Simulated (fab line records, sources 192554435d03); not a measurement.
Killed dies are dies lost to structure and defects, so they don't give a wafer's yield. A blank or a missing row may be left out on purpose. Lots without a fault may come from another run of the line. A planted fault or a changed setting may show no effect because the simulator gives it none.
fab line records | flow n5_finfet
record lots=8 wafers=24 last_day=17
route steps=1938 shown HKMG_FIN@386 BEOL_M4@1111 PASSIVATION@1936
lots that met no fault: from a run of the same line without faults
start_h: hours from the record's first day to the start of the lot's first wafer shown | wait_h: hours since the lot's step before | " the same as in the row above | L1.1+2: a row that stands for several wafers | - no value, or no start given | * or withheld: withheld | < > ~ a bound
route shown NAME@n: a module of which the file shows steps, and the number in the route of the first | usual: mean/standard deviation of fault-free wafers | same: alike in all rows | chamber/n: place in a boat | sites: the reading at each site | _std_site: their standard deviation | _edge_site: outer sites' mean less inner sites' | radius_mm: how far each site lies from the wafer's centre | mask NAME#n: copy n | behind: the tool/chamber that last shaped the wafer | hold: why the lot was held/for how many hours/how that ended | device: the transistor (n, p or np) that didn't switch | end of line: the same wafers' tests at the end of the route | a step without rows: its recipe alone | killed: dies lost to structure and defects at the first sort, not the wafer's yield | map: a wafer's dies, x killed, . not, _ none there
set.NAME: the setting as run; set.NAME@STEP: as run at that earlier step | model.NAME: the simulator's own value behind a step, which no gauge read
steps of the route over a sample of lots; a table a step, a row a wafer
services: from which hour (start_h, from the record's first day; less than 0 if before it) a tool's chamber was out of use, for how many hours, and why
## steps
# step N5_HKMG_FIN_HK_ALD_01
# recipe material=HfO2 target_thk_a=16 temp_c=withheld ald_precursor_family=HfCl4 ald_co_reactant=H2O pulse_time_s=3 purge_time_s=3 co_reactant_purge_time_s=2.5 co_reactant_pulse_time_s=0.3 ald_cycles=30
# usual precursor_pulse_height_rel=1.001/0.02
# same co_reactant_pulse_time_s=0.3 purge_time_s=3
# columns lot.wafer tool chamber start_h wait_h precursor_pulse_height_rel
L966.3 ald_hk-01 1 84.46 0.0 1.019
L966.4 " 0 " " 1.004
L966.5 " 2 " " 0.974
L968.2 ald_hk-03 2 97.77 0.0 0.985
L968.3 " 0 " " 1.014
L968.4 " 1 " " 1.024
L972.1 ald_hk-01 3 120.97 0.0 1.000
L972.4 " 1 " " 1.039
L972.5 " 0 " " 0.997
L974.1 ald_hk-03 0 137.25 0.0 0.998
L974.3 " 3 " " 0.994
L974.4 " 2 " " 1.002
L980.3 ald_hk-01 2 172.73 0.0 0.998
L980.4 " 3 " " 0.999
L980.6 " 2 " " 1.028
L981.2 ald_hk-02 1 173.55 0.0 0.978
L981.3 " 2 " " 0.983
L981.5 " 0 " " 0.975
L983.4 ald_hk-02 3 186.03 0.0 0.978
L983.5 " 2 " " 1.003
L983.6 " 1 " " 0.999
L987.1 ald_hk-03 2 209.59 0.0 0.991
L987.3 " 3 " " 0.993
L987.5 " 2 " " 0.984
# step N5_HKMG_FIN_HK_ANNEAL_02
# recipe temp_c=700 time_s=30 ambient=N2 idle_temp_c=600 ramp_up_c_per_s=150 ramp_down_c_per_s=60 cool_to_c=600
# usual lamp_power_pct=8.80/0.054 lamp_zone_1_pct=8.797/0.011 lamp_zone_2_pct=8.798/0.01 lamp_zone_3_pct=8.800/0.012 lamp_zone_4_pct=8.795/0.012 lamp_zone_5_pct=8.799/0.01 lamp_zone_6_pct=8.726/0.011 lamp_zone_7_pct=9.193/0.012 wafer_temp_C_max=702.8/0.67
# columns lot.wafer tool chamber start_h wait_h lamp_power_pct lamp_zone_1_pct lamp_zone_2_pct lamp_zone_3_pct lamp_zone_4_pct lamp_zone_5_pct lamp_zone_6_pct lamp_zone_7_pct wafer_temp_C_max
L966.3 rtp_anneal-01 0 84.86 0.3 8.78 8.780 8.809 8.822 8.782 8.800 8.741 9.218 703.1
L966.4 " 0 " " 8.80 8.779 8.795 8.802 8.800 8.784 8.755 9.189 702.9
L966.5 " 0 " " 8.89 8.797 8.792 8.795 8.792 8.803 8.736 9.220 702.2
L968.2 rtp_anneal-01 0 97.98 0.1 8.88 8.784 8.802 8.806 8.788 8.803 8.728 9.195 702.6
L968.3 " 0 " " 8.78 8.803 8.778 8.813 8.790 8.790 8.735 9.196 703.7
L968.4 " 0 " " 8.76 8.795 8.796 8.784 8.797 8.821 8.715 9.182 703.6
L972.1 rtp_anneal-01 0 121.16 0.1 8.73 8.794 8.807 8.802 8.783 8.793 8.714 9.193 702.7
L972.4 " 0 " " 8.78 8.795 8.812 8.806 8.813 8.795 8.704 9.201 701.9
L972.5 " 0 " " 8.73 8.785 8.789 8.809 8.788 8.788 8.718 9.202 702.3
L974.1 rtp_anneal-01 0 137.44 0.1 8.82 8.808 8.801 8.797 8.816 8.812 8.731 9.199 701.8
L974.3 " 0 " " 8.79 8.808 8.810 8.782 8.805 8.795 8.729 9.202 703.0
L974.4 " 0 " " 8.77 8.806 8.800 8.794 8.809 8.789 8.738 9.198 702.9
L980.3 rtp_anneal-01 0 173.13 0.3 8.18 8.152 8.161 8.150 8.146 8.152 8.090 8.499 702.8
L980.4 " 0 " " 8.14 8.153 8.160 8.132 8.176 8.157 8.080 8.524 702.7
L980.6 " 0 " " 8.25 8.158 8.151 8.153 8.136 8.126 8.072 8.517 703.1
L981.2 rtp_anneal-01 0 173.81 0.2 8.12 8.144 8.164 8.148 8.160 8.156 8.078 8.503 702.1
L981.3 " 0 " " 8.17 8.143 8.134 8.143 8.156 8.149 8.071 8.505 702.8
L981.5 " 0 " " 8.18 8.143 8.150 8.147 8.160 8.127 8.069 8.522 703.0
L983.4 rtp_anneal-01 0 186.31 0.2 8.18 8.139 8.164 8.151 8.139 8.156 8.072 8.522 702.6
L983.5 " 0 " " 8.11 8.144 8.139 8.156 8.134 8.141 8.091 8.504 702.5
L983.6 " 0 " " 8.18 8.152 8.157 8.160 8.143 8.166 8.104 8.508 702.3
L987.1 rtp_anneal-02 0 209.78 0.1 8.84 8.795 8.806 8.799 8.812 8.782 8.720 9.165 702.8
L987.3 " 0 " " 8.77 8.801 8.789 8.809 8.812 8.795 8.730 9.190 702.5
L987.5 " 0 " " 8.90 8.804 8.802 8.790 8.791 8.786 8.722 9.189 702.8
# step N5_HKMG_FIN_ETCH_54
# recipe chemistry=CF4 target=SiARC target_depth_a=455 mask_material=CAR-ArF time_s=75.8 ion_energy_ev=80 pressure_mtorr=40 source_w=545 bias_w=36 Ar_flow_sccm=100 cf4_flow_sccm=100 ends=cleared
# usual drypump_motor_current_A=5.8/0.35 etch_rf_on_time_s=75.5/1.5 oes_product_au=0.67/0.073 rf_vpp_V=184.1/1.2 showerhead_plenum_p_Torr=2.14/0.076 throttle_valve_pct=15.55/0.18
# columns lot.wafer tool chamber start_h wait_h drypump_motor_current_A etch_rf_on_time_s oes_product_au rf_hours_counter_h rf_vpp_V showerhead_plenum_p_Torr throttle_valve_pct
L966.3 rie_diel-04 2 85.83 0.0 6.3 76.0 0.61 210 186.2 2.12 15.75
L966.4 " 1 " " 5.7 75.9 0.66 - 184.6 2.23 15.50
L966.5 " 2 " " 6.3 76.3 0.61 - 184.9 2.12 15.75
L968.2 rie_diel-02 1 98.83 0.0 5.6 73.5 0.61 203 183.9 2.04 15.67
L968.3 " 3 " " 6.3 78.1 0.61 177 185.7 2.21 15.37
L968.4 " 3 " " 6.3 77.5 0.61 - 183.5 2.21 15.37
L972.1 rie_diel-02 2 122.19 0.0 5.9 74.3 0.66 148 183.2 2.06 15.60
L972.4 " 1 " " 5.6 72.8 0.61 - 184.6 2.03 15.67
L972.5 " 0 " " 5.9 73.2 0.80 - 183.9 2.18 15.36
L974.1 rie_diel-04 1 138.48 0.0 5.7 76.6 0.64 161 184.0 2.23 15.52
L974.3 " 3 " " 5.5 75.4 0.73 46 183.8 2.09 15.36
L974.4 " 0 " " 5.5 76.3 0.81 11 185.4 2.29 15.27
L980.3 rie_diel-04 1 174.17 0.0 5.7 76.3 0.64 174 184.1 2.22 15.54
L980.4 " 0 " " 5.5 75.2 0.78 22 186.2 2.29 15.29
L980.6 " 3 " " 5.5 75.3 0.71 - 183.7 2.08 15.40
L981.2 rie_diel-03 3 175.02 0.0 6.1 76.7 0.72 60 183.7 2.17 15.54
L981.3 " 0 " " 5.7 74.7 0.82 3 183.8 2.11 15.37
L981.5 " 3 " " 6.1 77.0 0.71 - 182.7 2.17 15.53
L983.4 rie_diel-02 0 187.46 0.0 5.9 74.6 0.74 54 184.7 2.17 15.41
L983.5 " 2 " " 5.9 75.5 0.64 - 184.1 2.05 15.65
L983.6 " 3 " " 6.3 78.7 0.59 - 185.1 2.21 15.41
L987.1 rie_diel-04 3 210.72 0.0 5.5 74.5 0.71 72 183.6 2.08 15.41
L987.3 " 0 " " 5.6 74.8 0.76 36 185.4 2.28 15.32
L987.5 " 2 " " 6.2 75.2 0.60 - 184.4 2.11 15.83
# step N5_HKMG_FIN_ETCH_58
# recipe chemistry=N2/H2 target=SOC target_depth_a=2158 ion_energy_ev=50 bias_w=13 time_s=741 pressure_mtorr=30 source_w=875 n2_flow_sccm=200 h2_flow_sccm=200
# usual drypump_motor_current_A=5.8/0.35 n2_flow_sccm=200.0/0.58 oes_product_au=0.78/0.087 rf_vpp_V=99.1/0.91 showerhead_plenum_p_Torr=2.54/0.088 throttle_valve_pct=17.74/0.2
# columns lot.wafer tool chamber start_h wait_h drypump_motor_current_A n2_flow_sccm oes_product_au rf_hours_counter_h rf_vpp_V showerhead_plenum_p_Torr throttle_valve_pct
L966.3 rie_diel-04 2 86.10 0.0 6.3 200.1 0.73 210 98.0 2.52 17.90
L966.4 " 1 " " 5.7 199.8 0.77 - 98.7 2.65 17.75
L966.5 " 2 " " 6.3 199.8 0.73 - 98.4 2.52 17.90
L968.2 rie_diel-02 1 99.10 0.0 5.6 200.1 0.72 203 97.4 2.41 17.71
L968.3 " 3 " " 6.2 199.5 0.72 177 99.8 2.65 17.57
L968.4 " 3 " " 6.3 200.0 0.72 - 99.0 2.65 17.57
L972.1 rie_diel-02 2 122.45 0.0 5.9 199.4 0.77 148 99.0 2.46 17.95
L972.4 " 1 " " 5.6 201.4 0.71 - 99.2 2.41 17.73
L972.5 " 0 " " 5.9 200.5 0.94 - 99.4 2.58 17.58
L974.1 rie_diel-04 1 138.74 0.0 5.7 200.0 0.77 162 99.6 2.64 17.76
L974.3 " 3 " " 5.6 199.5 0.86 46 99.2 2.48 17.60
L974.4 " 0 " " 5.5 200.8 0.94 11 100.9 2.70 17.30
L980.3 rie_diel-04 1 174.44 0.0 5.7 200.2 0.74 175 100.2 2.64 17.78
L980.4 " 0 " " 5.6 200.5 0.91 22 100.6 2.69 17.31
L980.6 " 3 " " 5.5 200.9 0.84 - 97.7 2.47 17.61
L981.2 rie_diel-03 3 175.29 0.0 6.1 199.4 0.85 61 99.5 2.58 17.70
L981.3 " 0 " " 5.8 199.4 0.97 3 98.2 2.49 17.68
L981.5 " 3 " " 6.1 199.8 0.84 - 100.2 2.58 17.69
L983.4 rie_diel-02 0 187.72 0.0 5.9 198.9 0.89 55 98.0 2.57 17.61
L983.5 " 2 " " 5.9 200.4 0.74 - 99.2 2.45 17.99
L983.6 " 3 " " 6.3 200.8 0.70 - 99.4 2.63 17.62
L987.1 rie_diel-04 3 210.98 0.0 5.5 199.8 0.82 72 98.6 2.47 17.64
L987.3 " 0 " " 5.5 200.6 0.89 36 100.8 2.68 17.33
L987.5 " 2 " " 6.3 199.7 0.70 - 99.7 2.50 17.97
# step N5_BEOL_M4_RC_MEAS_101
# usual DIBL_N=36.0/1.7 DIBL_P=35.8/2 IOFF_N=0.15/0.03 IOFF_P=0.20/0.037 ION_N=670/12 ION_P=460/7.2 SS_N=71.5/0.68 SS_P=73.2/0.65 VT_N=250/3.1 VT_P=-251/3.4
# columns lot.wafer tool chamber start_h wait_h DIBL_N[mV/V] DIBL_P[mV/V] IOFF_N[nA/um] IOFF_P[nA/um] ION_N[uA/um] ION_P[uA/um] SS_N[mV/dec] SS_P[mV/dec] VT_N[mV] VT_P[mV]
L966.3 prober-01 0 180.80 0.3 34.3 33.3 0.12 0.16 668 456 71.9 72.0 251 -252
L966.4 " 0 " " 35.8 34.4 0.15 0.17 677 457 72.1 72.7 247 -253
L966.5 " 0 " " 36.6 34.3 0.15 0.16 646 440 72.3 72.8 252 -253
L968.2 prober-01 0 195.43 0.2 39.0 38.2 0.22 0.31 669 465 72.4 75.0 244 -240
L968.3 " 0 " " 39.3 38.9 0.23 0.33 663 463 72.1 74.9 244 -241
L968.4 " 0 " " 34.0 32.5 0.12 0.20 657 464 70.2 72.8 250 -246
L972.1 prober-01 0 219.75 0.0 37.8 37.9 0.17 0.24 666 464 72.3 73.3 249 -248
L972.4 " 0 " " 40.1 41.5 0.24 0.30 692 474 72.6 74.2 244 -246
L972.5 " 0 " " 37.4 36.9 0.17 0.21 683 464 72.0 73.6 252 -249
L974.1 prober-01 0 237.50 0.0 37.7 38.1 0.19 0.27 687 477 71.5 73.5 248 -244
L974.3 " 0 " " 36.0 35.1 0.15 0.21 656 455 71.8 72.4 249 -249
L974.4 " 0 " " 34.8 33.7 0.13 0.18 678 462 71.3 73.1 251 -249
L980.3 prober-01 0 266.22 0.3 36.6 35.7 0.17 0.19 682 461 71.5 73.5 248 -252
L980.4 " 0 " " 33.0 33.1 0.12 0.16 677 465 70.2 72.4 252 -255
L980.6 " 0 " " 34.8 33.5 0.13 0.15 665 450 71.2 73.4 254 -258
L981.2 prober-02 0 282.10 0.2 34.5 33.3 0.12 0.18 671 459 71.4 72.3 252 -249
L981.3 " 0 " " 36.2 34.7 0.15 0.21 647 448 72.0 72.7 251 -247
L981.5 " 0 " " 36.1 35.4 0.15 0.22 657 455 71.8 72.9 251 -248
L983.4 prober-01 0 290.17 0.5 34.8 35.0 0.14 0.20 677 465 70.9 73.6 250 -250
L983.5 " 0 " " 35.7 35.7 0.16 0.21 683 460 71.0 73.2 250 -251
L983.6 " 0 " " 36.7 37.4 0.17 0.23 690 469 71.8 73.5 250 -247
L987.1 prober-02 0 317.11 0.0 36.1 37.4 0.16 0.21 685 467 71.8 73.0 251 -252
L987.3 " 0 " " 32.9 33.9 0.12 0.17 672 457 70.4 72.3 252 -252
L987.5 " 0 " " 36.1 37.3 0.16 0.20 681 460 71.1 73.9 249 -253
# step N5_PASSIVATION_PROBE_49
# usual defect_limited_yield=91.4/1.5 killed_at_M0_to_M3=32/9.8 killed_at_M4_up=15/5.6 killed_at_contacts=12/5.4 killed_at_front_end=40/13 killed_at_other=3.0/2.1 killed_dies=102/17 killed_open=67/13 killed_short=32/7.1 sort_bin_5_function=5.1/0.96 sort_bin_6_memory=3.2/0.7 sort_bin_8_speed=0.0/0.3 sort_n_pass=1078/18 sort_yield_pct=91.3/1.5
# same gross_dies=1180 killed_at_back_side=0 sort_bin_4_leakage[%]=0
# columns lot.wafer tool chamber start_h wait_h defect_limited_yield[%] killed_at_M0_to_M3 killed_at_M4_up killed_at_contacts killed_at_front_end killed_at_other killed_dies killed_open killed_short sort_bin_5_function[%] sort_bin_6_memory[%] sort_bin_8_speed[%] sort_n_pass sort_yield_pct[%]
L980.3 prober-02 - 369.90 0.1 87.5 38 27 8 75 0 148 91 49 6.4 4.8 0 1032 87.5
# killed by level:class
L980.3 STI_FIN_REVEAL:geometric_particle:open=21 BEOL_M4:geometric_particle:open=15 FIN_SAQP:geometric_particle:short=13 FIN_SAQP:geometric_particle:open=12 BEOL_M0_SAQP:geometric_particle:open=11 BEOL_M0_SAQP:geometric_particle:short=10 STI_FIN_REVEAL:geometric_particle:short=7 HKMG_FIN:area_etch=7
## services
# columns tool chamber start_h hours kind
rie_diel-04 0 76.49 - clean
rie_diel-04 0 76.49 - consumable_replace:focus_ring
rie_diel-04 0 76.49 - consumable_replace:showerhead
rie_diel-04 0 76.49 19.5 scheduled_down
rie_diel-04 0 76.49 19.5 vent_cycle
ald_hk-03 - 77.19 4.3 pm
rie_diel-02 0 91.45 11.1 repair
rie_diel-02 3 99.64 9.0 repair
rie_diel-03 1 103.52 - clean
rie_diel-03 1 103.52 - consumable_replace:esc
rie_diel-03 1 103.52 - consumable_replace:focus_ring
rie_diel-03 1 103.52 35.4 scheduled_down
rie_diel-03 1 103.52 35.4 vent_cycle
rie_diel-02 3 117.67 8.6 repair
rie_diel-04 - 122.84 15.6 pm
rie_diel-03 0 138.96 - clean
rie_diel-03 0 138.96 - consumable_replace:focus_ring
rie_diel-03 0 138.96 29.5 scheduled_down
ald_hk-03 - 147.64 2.4 repair
ald_hk-02 - 163.34 2.8 pm
ald_hk-02 - 197.39 1.9 repair
ald_hk-03 - 203.55 1.6 repair
ald_hk-01 - 209.54 1.3 repair
ald_hk-02 - 210.60 14.6 pm
## key
first_sign step=N5_HKMG_FIN_HK_ANNEAL_02 reading=lamp_zone_5_pct direction=down sigmas=64 usual=* struck=*
effect step=N5_HKMG_FIN_HK_ANNEAL_02 reading=lamp_zone_2_pct direction=down sigmas=64 usual=* struck=*
met_at N5_HKMG_FIN_HK_ANNEAL_02
struck_lots L980,L981,L983
not_acting_at N5_HKMG_FIN_HK_ALD_01,N5_HKMG_FIN_ETCH_54,N5_HKMG_FIN_ETCH_58
onset_between 137.44 173.13
fault kind=process_parameter_drift tool=rtp_anneal-01 chamber=- onset_h=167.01 steps=N5_HKMG_FIN_HK_ANNEAL_02 channel=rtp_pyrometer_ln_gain offset=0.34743 shape=step end_h=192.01
